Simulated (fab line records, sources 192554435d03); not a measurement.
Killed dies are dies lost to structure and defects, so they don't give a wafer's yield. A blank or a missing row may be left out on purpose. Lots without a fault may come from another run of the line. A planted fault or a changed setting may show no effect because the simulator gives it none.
Which tool did it? | flow n5_finfet | 23 lots, 69 wafers sampled, at 6 steps of a route of 1938

WHAT THE GAUGES READ, wafer by wafer
N5_MOL_CONTACT_COAG_CD_MEAS_137: target cd 16 nm.
lot  | measured     | on        | cd_nm (nm)
L074 | day 5 06:15  | cd_sem-03 | 16.0 15.6 16.0
L075 | day 5 07:50  | cd_sem-01 | 16.3 16.4 16.1
L076 | day 5 15:13  | cd_sem-03 | 15.8 16.3 15.5
L077 | day 5 23:29  | cd_sem-01 | 16.1 15.8 15.6
L078 | day 6 00:05  | cd_sem-01 | 15.4 15.8 15.6
L080 | day 6 16:49  | cd_sem-01 | 15.7 15.7 15.8
L081 | day 6 20:49  | cd_sem-02 | 15.9 16.4 16.0
L082 | day 7 01:31  | cd_sem-02 | 15.9 16.0 16.5
L083 | day 7 05:38  | cd_sem-01 | 16.2 15.8 15.9
L084 | day 7 19:01  | cd_sem-02 | 16.8 16.2 16.5
L085 | day 7 19:16  | cd_sem-01 | 16.0 16.0 15.7
L086 | day 8 07:06  | cd_sem-02 | 16.1 16.3 15.8
L087 | day 8 12:22  | cd_sem-03 | 15.7 16.2 16.3
L088 | day 8 16:48  | cd_sem-03 | 15.6 15.6 15.9
L089 | day 8 19:15  | cd_sem-02 | 15.4 15.5 15.6
L090 | day 9 01:53  | cd_sem-01 | 16.2 15.9 15.9
L091 | day 9 08:56  | cd_sem-03 | 16.2 15.6 15.7
L092 | day 9 14:04  | cd_sem-02 | 15.4 16.3 15.6
L093 | day 9 19:46  | cd_sem-01 | 15.4 16.1 16.4
L094 | day 9 22:35  | cd_sem-03 | 15.9 16.2 15.7
L095 | day 10 07:58 | cd_sem-01 | 16.5 16.4 16.2
L096 | day 10 13:10 | cd_sem-01 | 15.5 15.8 15.5
L097 | day 10 19:30 | cd_sem-01 | 16.4 16.7 15.8

N5_MOL_CONTACT_COAG_OVL_MEAS_41.
lot  | measured     | on         | VD_OVL (nm)
L074 | day 5 06:38  | overlay-01 | 0.7 -0.5 0.8
L075 | day 5 08:11  | overlay-01 | 0.5 1.2 0.5
L076 | day 5 15:41  | overlay-01 | 0.0 1.1 0.1
L077 | day 5 23:58  | overlay-02 | -0.3 -0.9 -0.3
L078 | day 6 00:28  | overlay-01 | -1.1 -1.0 -1.8
L080 | day 6 17:18  | overlay-02 | -0.4 0.0 0.2
L081 | day 6 21:17  | overlay-01 | -0.4 0.7 0.7
L082 | day 7 02:00  | overlay-02 | -0.7 -0.2 -0.1
L083 | day 7 06:06  | overlay-02 | 0.6 1.1 0.7
L084 | day 7 19:22  | overlay-01 | 1.0 0.6 0.9
L085 | day 7 19:44  | overlay-02 | -0.2 -0.2 0.3
L086 | day 8 07:35  | overlay-02 | 1.8 0.9 -0.6
L087 | day 8 12:43  | overlay-02 | 2.4 1.1 1.5
L088 | day 8 17:17  | overlay-02 | 0.4 -1.1 -1.1
L089 | day 8 19:43  | overlay-01 | 1.6 -0.2 1.1
L090 | day 9 02:14  | overlay-01 | -0.3 0.2 -1.5
L091 | day 9 09:25  | overlay-01 | 0.6 -2.1 0.1
L092 | day 9 14:25  | overlay-02 | 0.5 -0.3 0.4
L093 | day 9 20:07  | overlay-01 | 0.3 0.2 0.8
L094 | day 9 22:56  | overlay-02 | 0.7 1.1 -0.1
L095 | day 10 08:26 | overlay-01 | 0.7 0.4 -1.0
L096 | day 10 13:31 | overlay-01 | 0.4 -0.8 -0.2
L097 | day 10 19:51 | overlay-01 | 0.3 -1.0 -0.4

WHICH TOOL RAN EACH LOT (tool, then ch and the chambers of the sampled wafers, then the start)
lot  | N5_GATE_CUT_HM_OPEN_40             | N5_GATE_CUT_STRIP_41               | N5_GATE_CUT_ETCH_19                | N5_MOL_CONTACT_COAG_TI_SIL_19
L074 | rie_diel-05 ch 1,3, day 4 10:35    | rie_diel-05 ch 1,3, day 4 10:38    | rie_diel-05 ch 1,3, day 4 10:42    | pvd_sputter-03, day 4 15:37
L075 | rie_diel-04 ch 1,2,3, day 4 15:08  | rie_diel-04 ch 1,2,3, day 4 15:12  | rie_diel-04 ch 1,2,3, day 4 15:16  | pvd_sputter-01, day 4 19:59
L076 | rie_diel-04 ch 0,2,3, day 4 23:58  | rie_diel-04 ch 0,2,3, day 5 00:01  | rie_diel-04 ch 0,2,3, day 5 00:05  | pvd_sputter-03, day 5 07:10
L077 | rie_diel-04 ch 0,1,3, day 5 07:59  | rie_diel-04 ch 0,1,3, day 5 08:02  | rie_diel-04 ch 0,1,3, day 5 08:06  | pvd_sputter-03, day 5 13:23
L078 | rie_diel-05 ch 1,3, day 5 10:37    | rie_diel-05 ch 1,3, day 5 10:40    | rie_diel-05 ch 1,3, day 5 10:44    | pvd_sputter-01, day 5 15:58
L080 | rie_diel-05 ch 1,2, day 6 01:26    | rie_diel-05 ch 1,2, day 6 01:29    | rie_diel-05 ch 1,2, day 6 01:33    | pvd_sputter-02, day 6 06:58
L081 | rie_diel-04 ch 0,1, day 6 05:23    | rie_diel-04 ch 0,1, day 6 05:27    | rie_diel-04 ch 0,1, day 6 05:31    | pvd_sputter-01, day 6 09:59
L082 | rie_diel-04 ch 0,3, day 6 10:11    | rie_diel-04 ch 0,3, day 6 10:15    | rie_diel-04 ch 0,3, day 6 10:19    | pvd_sputter-02, day 6 15:32
L083 | rie_diel-05 ch 1,2,3, day 6 16:02  | rie_diel-05 ch 1,2,3, day 6 16:06  | rie_diel-05 ch 1,2,3, day 6 16:10  | pvd_sputter-03, day 6 21:10
L084 | rie_diel-04 ch 0,2, day 7 01:43    | rie_diel-04 ch 0,2, day 7 01:47    | rie_diel-04 ch 0,2, day 7 01:50    | pvd_sputter-02, day 7 07:54
L085 | rie_diel-05 ch 1,2,3, day 7 05:35  | rie_diel-05 ch 1,2,3, day 7 05:39  | rie_diel-05 ch 1,2,3, day 7 05:43  | pvd_sputter-03, day 7 10:32
L086 | rie_diel-04 ch 0,1, day 7 15:26    | rie_diel-04 ch 0,1, day 7 15:31    | rie_diel-04 ch 0,1, day 7 15:34    | pvd_sputter-01, day 7 20:13
L087 | rie_diel-04 ch 0,1,3, day 7 20:10  | rie_diel-04 ch 0,1,3, day 7 20:13  | rie_diel-04 ch 0,1,3, day 7 20:17  | pvd_sputter-02, day 8 02:10
L088 | rie_diel-05 ch 1,2, day 7 23:20    | rie_diel-05 ch 1,2, day 7 23:24    | rie_diel-05 ch 1,2, day 7 23:28    | pvd_sputter-01, day 8 03:52
L089 | rie_diel-01 ch 2,3, day 8 05:34    | rie_diel-01 ch 2,3, day 8 05:38    | rie_diel-01 ch 2,3, day 8 05:41    | pvd_sputter-03, day 8 10:23
L090 | rie_diel-05 ch 0,1,2, day 8 11:05  | rie_diel-05 ch 0,1,2, day 8 11:08  | rie_diel-05 ch 0,1,2, day 8 11:12  | pvd_sputter-02, day 8 15:50
L091 | rie_diel-01 ch 1,2,3, day 8 17:13  | rie_diel-01 ch 1,2,3, day 8 17:17  | rie_diel-01 ch 1,2,3, day 8 17:20  | pvd_sputter-03, day 8 22:50
L092 | rie_diel-01 ch 1,2,3, day 8 22:35  | rie_diel-01 ch 1,2,3, day 8 22:39  | rie_diel-01 ch 1,2,3, day 8 22:43  | pvd_sputter-01, day 9 04:00
L093 | rie_diel-04 ch 0,1, day 9 05:58    | rie_diel-04 ch 0,1, day 9 06:01    | rie_diel-04 ch 0,1, day 9 06:05    | pvd_sputter-02, day 9 10:58
L094 | rie_diel-04 ch 1,2,3, day 9 09:27  | rie_diel-04 ch 1,2,3, day 9 09:31  | rie_diel-04 ch 1,2,3, day 9 09:34  | pvd_sputter-02, day 9 14:10
L095 | rie_diel-05 ch 1,2, day 9 16:50    | rie_diel-05 ch 1,2, day 9 16:55    | rie_diel-05 ch 1,2, day 9 16:58    | pvd_sputter-02, day 9 21:37
L096 | rie_diel-05 ch 0,2,3, day 9 23:45  | rie_diel-05 ch 0,2,3, day 9 23:49  | rie_diel-05 ch 0,2,3, day 9 23:53  | pvd_sputter-01, day 10 04:50
L097 | rie_diel-05 ch 1,2,3, day 10 05:28 | rie_diel-05 ch 1,2,3, day 10 05:32 | rie_diel-05 ch 1,2,3, day 10 05:35 | pvd_sputter-02, day 10 10:54
- N5_GATE_CUT_HM_OPEN_40: chemistry C4F6/O2, target SiO2, target depth 139 nm, time 85.1 s.
- N5_GATE_CUT_STRIP_41: strips in CF4.
- N5_GATE_CUT_ETCH_19: etches SiNx in CH3F/O2, target depth 53.7 nm, time 76.7 s.
- N5_MOL_CONTACT_COAG_TI_SIL_19: material Ti, target thk 4.2 nm, time 15 s.

WHAT THE TOOLS THEMSELVES READ (means of the sampled wafers that have a number; where no wafer has one, the mark that the record gives instead)
N5_GATE_CUT_HM_OPEN_40.
lot  | tool        | drypump_motor_current_A (A) | etch_rf_on_time_s (s) | oes_f_703_au (a.u.) | oes_product_au (a.u.) | rf_vpp_V (V) | showerhead_plenum_p_Torr (Torr) | throttle_valve_pct (%)
L074 | rie_diel-05 | 6.2                         | 91.3                  | 0.79                | 0.69                  | 649          | 2.88                            | 20.89
L075 | rie_diel-04 | 5.7                         | 92.2                  | 0.77                | 0.69                  | 665          | 2.80                            | 20.94
L076 | rie_diel-04 | 5.5                         | 93.7                  | 0.72                | 0.65                  | 658          | 2.75                            | 20.94
L077 | rie_diel-04 | 5.5                         | 91.5                  | 0.80                | 0.72                  | 658          | 2.85                            | 20.92
L078 | rie_diel-05 | 6.2                         | 93.6                  | 0.78                | 0.69                  | 649          | 2.88                            | 20.90
L080 | rie_diel-05 | 5.8                         | 92.8                  | 0.81                | 0.73                  | 669          | 2.81                            | 21.08
L081 | rie_diel-04 | 5.4                         | 92.4                  | 0.84                | 0.73                  | 653          | 2.91                            | 20.88
L082 | rie_diel-04 | 5.5                         | 92.0                  | 0.72                | 0.65                  | 656          | 2.75                            | 20.97
L083 | rie_diel-05 | 5.9                         | 93.6                  | 0.79                | 0.71                  | 663          | 2.85                            | 20.99
L084 | rie_diel-04 | 5.3                         | 92.9                  | 0.84                | 0.76                  | 658          | 2.92                            | 20.78
L085 | rie_diel-05 | 5.9                         | 93.1                  | 0.78                | 0.70                  | 663          | 2.85                            | 20.99
L086 | rie_diel-04 | 5.6                         | 91.2                  | 0.86                | 0.76                  | 660          | 2.95                            | 20.90
L087 | rie_diel-04 | 5.6                         | 92.5                  | 0.78                | 0.70                  | 658          | 2.85                            | 20.95
L088 | rie_diel-05 | 5.8                         | 93.4                  | 0.79                | 0.72                  | 669          | 2.81                            | 21.10
L089 | rie_diel-01 | 5.4                         | 93.8                  | 0.79                | 0.72                  | 655          | 2.81                            | 21.03
L090 | rie_diel-05 | 5.8                         | 93.4                  | 0.83                | 0.76                  | 675          | 2.84                            | 20.99
L091 | rie_diel-01 | 5.8                         | 94.2                  | 0.79                | 0.72                  | 653          | 2.81                            | 20.89
L092 | rie_diel-01 | 5.8                         | 92.9                  | 0.79                | 0.73                  | 654          | 2.81                            | 20.92
L093 | rie_diel-04 | 5.4                         | 92.4                  | 0.81                | 0.71                  | 653          | 2.90                            | 20.92
L094 | rie_diel-04 | 5.7                         | 91.7                  | 0.89                | 0.82                  | 672          | 3.01                            | 20.75
L095 | rie_diel-05 | 5.6                         | 93.6                  | 0.77                | 0.71                  | 678          | 2.82                            | 21.09
L096 | rie_diel-05 | 5.8                         | 94.4                  | 0.78                | 0.72                  | 670          | 2.88                            | 20.92
L097 | rie_diel-05 | 5.9                         | 94.9                  | 0.77                | 0.68                  | 663          | 2.84                            | 21.03

N5_GATE_CUT_STRIP_41.
lot  | tool        | drypump_motor_current_A (A) | oes_product_au (a.u.) | rf_vpp_V (V) | showerhead_plenum_p_Torr (Torr) | throttle_valve_pct (%)
L074 | rie_diel-05 | 6.2                         | 0.181                 | 271.7        | 1.83                            | 13.67
L075 | rie_diel-04 | 5.7                         | 0.175                 | 270.1        | 1.78                            | 13.67
L076 | rie_diel-04 | 5.5                         | 0.166                 | 270.4        | 1.74                            | 13.66
L077 | rie_diel-04 | 5.6                         | 0.179                 | 271.4        | 1.81                            | 13.57
L078 | rie_diel-05 | 6.2                         | 0.174                 | 271.6        | 1.83                            | 13.69
L080 | rie_diel-05 | 5.8                         | 0.186                 | 270.2        | 1.77                            | 13.64
L081 | rie_diel-04 | 5.3                         | 0.187                 | 271.6        | 1.83                            | 13.47
L082 | rie_diel-04 | 5.5                         | 0.166                 | 270.5        | 1.73                            | 13.66
L083 | rie_diel-05 | 5.9                         | 0.180                 | 270.8        | 1.81                            | 13.69
L084 | rie_diel-04 | 5.3                         | 0.190                 | 271.5        | 1.83                            | 13.39
L085 | rie_diel-05 | 5.9                         | 0.180                 | 271.5        | 1.81                            | 13.70
L086 | rie_diel-04 | 5.6                         | 0.192                 | 272.8        | 1.87                            | 13.52
L087 | rie_diel-04 | 5.5                         | 0.178                 | 271.3        | 1.80                            | 13.62
L088 | rie_diel-05 | 5.8                         | 0.180                 | 270.2        | 1.77                            | 13.67
L089 | rie_diel-01 | 5.4                         | 0.184                 | 270.9        | 1.76                            | 13.58
L090 | rie_diel-05 | 5.8                         | 0.193                 | 270.8        | 1.80                            | 13.60
L091 | rie_diel-01 | 5.9                         | 0.189                 | 269.7        | 1.77                            | 13.48
L092 | rie_diel-01 | 5.8                         | 0.186                 | 270.1        | 1.77                            | 13.48
L093 | rie_diel-04 | 5.4                         | 0.180                 | 271.2        | 1.82                            | 13.54
L094 | rie_diel-04 | 5.7                         | 0.209                 | 272.6        | 1.91                            | 13.37
L095 | rie_diel-05 | 5.6                         | 0.179                 | 270.6        | 1.78                            | 13.72
L096 | rie_diel-05 | 5.8                         | 0.183                 | 272.7        | 1.83                            | 13.66
L097 | rie_diel-05 | 5.9                         | 0.172                 | 271.2        | 1.80                            | 13.75

N5_GATE_CUT_ETCH_19.
lot  | tool        | drypump_motor_current_A (A) | etch_rf_on_time_s (s) | oes_f_703_au (a.u.) | oes_product_au (a.u.) | rf_vpp_V (V) | showerhead_plenum_p_Torr (Torr) | throttle_valve_pct (%)
L074 | rie_diel-05 | 6.2                         | 76.0                  | 0.79                | 0.66                  | 290          | 2.03                            | 16.34
L075 | rie_diel-04 | 5.7                         | 77.0                  | 0.76                | 0.65                  | 298          | 1.97                            | 16.37
L076 | rie_diel-04 | 5.5                         | 77.2                  | 0.72                | 0.61                  | 294          | 1.93                            | 16.38
L077 | rie_diel-04 | 5.6                         | 75.3                  | 0.80                | 0.68                  | 294          | 2.01                            | 16.34
L078 | rie_diel-05 | 6.2                         | 76.3                  | 0.78                | 0.65                  | 289          | 2.02                            | 16.35
L080 | rie_diel-05 | 5.8                         | 76.3                  | 0.81                | 0.70                  | 298          | 1.97                            | 16.43
L081 | rie_diel-04 | 5.3                         | 75.5                  | 0.84                | 0.70                  | 293          | 2.05                            | 16.28
L082 | rie_diel-04 | 5.5                         | 77.2                  | 0.72                | 0.61                  | 293          | 1.93                            | 16.42
L083 | rie_diel-05 | 5.9                         | 77.5                  | 0.79                | 0.66                  | 296          | 2.00                            | 16.40
L084 | rie_diel-04 | 5.3                         | 74.8                  | 0.85                | 0.72                  | 295          | 2.05                            | 16.19
L085 | rie_diel-05 | 5.9                         | 76.4                  | 0.78                | 0.66                  | 297          | 2.00                            | 16.42
L086 | rie_diel-04 | 5.6                         | 74.9                  | 0.86                | 0.72                  | 295          | 2.08                            | 16.29
L087 | rie_diel-04 | 5.6                         | 75.4                  | 0.78                | 0.66                  | 295          | 2.00                            | 16.37
L088 | rie_diel-05 | 5.8                         | 76.1                  | 0.79                | 0.69                  | 299          | 1.97                            | 16.46
L089 | rie_diel-01 | 5.4                         | 77.1                  | 0.79                | 0.68                  | 293          | 1.97                            | 16.40
L090 | rie_diel-05 | 5.8                         | 76.8                  | 0.82                | 0.72                  | 302          | 2.00                            | 16.38
L091 | rie_diel-01 | 5.8                         | 77.3                  | 0.79                | 0.69                  | 291          | 1.97                            | 16.29
L092 | rie_diel-01 | 5.8                         | 76.9                  | 0.79                | 0.69                  | 292          | 1.97                            | 16.29
L093 | rie_diel-04 | 5.3                         | 75.6                  | 0.81                | 0.67                  | 292          | 2.04                            | 16.33
L094 | rie_diel-04 | 5.7                         | 75.6                  | 0.89                | 0.77                  | 301          | 2.12                            | 16.13
L095 | rie_diel-05 | 5.6                         | 76.3                  | 0.77                | 0.67                  | 302          | 1.98                            | 16.49
L096 | rie_diel-05 | 5.8                         | 76.1                  | 0.79                | 0.69                  | 299          | 2.03                            | 16.37
L097 | rie_diel-05 | 5.9                         | 76.4                  | 0.76                | 0.65                  | 296          | 1.99                            | 16.46

N5_MOL_CONTACT_COAG_TI_SIL_19.
lot  | tool           | cathode_dc_power_W (W) | throttle_valve_pct (%)
L074 | pvd_sputter-03 | 4999.9                 | 29.8
L075 | pvd_sputter-01 | 5000.1                 | 30.2
L076 | pvd_sputter-03 | 4999.0                 | 30.3
L077 | pvd_sputter-03 | 4999.3                 | 29.8
L078 | pvd_sputter-01 | 5000.4                 | 30.1
L080 | pvd_sputter-02 | 5000.5                 | 29.7
L081 | pvd_sputter-01 | 5000.2                 | 30.4
L082 | pvd_sputter-02 | 4999.8                 | 30.5
L083 | pvd_sputter-03 | 5000.5                 | 30.4
L084 | pvd_sputter-02 | 4999.7                 | 30.0
L085 | pvd_sputter-03 | 4999.5                 | 30.1
L086 | pvd_sputter-01 | 5000.1                 | 30.6
L087 | pvd_sputter-02 | 5000.2                 | 30.0
L088 | pvd_sputter-01 | 5000.5                 | 30.4
L089 | pvd_sputter-03 | 4999.2                 | 30.2
L090 | pvd_sputter-02 | 5000.9                 | 29.8
L091 | pvd_sputter-03 | 5000.0                 | 30.1
L092 | pvd_sputter-01 | 4999.5                 | 29.9
L093 | pvd_sputter-02 | 4999.6                 | 29.9
L094 | pvd_sputter-02 | 4999.7                 | 29.9
L095 | pvd_sputter-02 | 5000.8                 | 30.1
L096 | pvd_sputter-01 | 5000.8                 | 30.1
L097 | pvd_sputter-02 | 5001.0                 | 30.1

THE ANSWER, worked out from the rows above alone
Rule: what is usual is taken from the lots themselves. Put in order of their means at a reading, lots are off if they are a third of the lots or fewer, leave a main group of 4 or more, and stand apart from it by a gap of 3 or more times the standard deviation of the main group's means; of several such gaps the widest counts. A main group whose means are all the same, to the digits that the tables above print for the reading, isn't used. A lot without any number at a reading at which 4 lots or more have one is off too. The other lots that the step has rows for count as sound. The gauges are gone through in route order, then the tools' own readings, and for those a lot's mean is taken as printed above. The first step at which some lot is off is used, and at that step the reading that is off furthest; a lot without a number counts as furthest.
No lot is off at any reading shown: from this, nothing can be told.

WHAT THE SIMULATOR HAD PUT IN
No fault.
